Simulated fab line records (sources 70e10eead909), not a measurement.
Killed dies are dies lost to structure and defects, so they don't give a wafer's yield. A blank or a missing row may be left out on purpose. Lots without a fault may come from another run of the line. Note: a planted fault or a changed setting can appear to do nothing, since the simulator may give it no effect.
Chamber matching -- flow nandHarc -- NHARC_A_BONDPAD_CMP_19 on cmp-02 has 4 sister chambers
The step polishes, t overpolish 30 s, cu recess touch 16 s, target thk 169.82 nm. 16 wafers are shown with their chamber, then 8 later ones without.

WAFERS, EACH WITH ITS CHAMBER
wafer,chamber,motorCurrentA (A),overpolishRunS (s),edgeZonePressureFrac
L799.2,2,11.6,29.999,1.007
L799.3,1,12.1,29.988,1.002
L799.6,0,12.1,29.995,0.994
L804.2,3,13.1,29.996,1.000
L804.3,2,11.4,29.993,0.996
L804.4,0,11.6,30.006,1.007
L805.1,1,12.6,29.991,0.993
L805.3,2,12.1,30.012,1.004
L805.5,2,12.8,30.010,1.001
L812.1,1,12.7,30.013,0.999
L812.5,0,12.3,30.010,1.001
L812.6,1,12.4,29.984,1.001
L813.1,0,12.4,29.996,0.990
L813.2,1,12.2,30.000,0.992
L813.5,3,12.5,30.025,0.993
L815.1,2,11.8,30.009,1.005

SIGNATURES, as means of the wafers listed above
reading,chamber 0,chamber 1,chamber 2,chamber 3,scatter within a chamber
motorCurrentA,12.100,12.400,11.940,12.800,0.409
overpolishRunS,30.00175,29.99520,30.00460,30.01050,0.0108
edgeZonePressureFrac,0.99800,0.99740,1.00260,0.99650,0.00542
Rule: for a wafer and a chamber, the distance is found by dividing, reading by reading, the gap between the wafer's reading and the chamber's mean by the reading's scatter, squaring, summing and taking the root. The wafer belongs to the nearest chamber; if the next one is less than 2 further off, it can't be placed. How the scatter is found: for the shown wafers, subtract from each reading the mean of its chamber, square and add these, divide the total by (wafers less chambers), then take the root.

WAFERS WITH NO CHAMBER GIVEN
wafer,motorCurrentA (A),overpolishRunS (s),edgeZonePressureFrac
L815.3,12.9,30.015,0.999
L815.5,13.4,29.994,0.997
L819.2,11.7,30.011,1.003
L819.4,13.6,29.999,0.989
L819.6,12.6,29.997,0.996
L820.1,12.1,29.997,0.995
L820.3,13.7,29.986,1.004
L820.4,11.7,30.008,1.009

WHICH CHAMBER EACH ONE RAN IN
wafer,from the rows above,in truth
L815.3,can't be placed: 3 or 1 or 0 or 2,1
L815.5,can't be placed: 3 or 1 or 0 or 2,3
L819.2,can't be placed: 2 or 0 or 1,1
L819.4,can't be placed: 3 or 1 or 0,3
L819.6,can't be placed: 1 or 3 or 0 or 2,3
L820.1,can't be placed: 0 or 1 or 2 or 3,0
L820.3,can't be placed: 3 or 1 or 0 or 2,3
L820.4,can't be placed: 2 or 0 or 1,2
Correct placement for 0 of the 8. From these rows, 8 cannot be placed; in 8 the true chamber is one of the candidates. Number placed wrongly: 0.
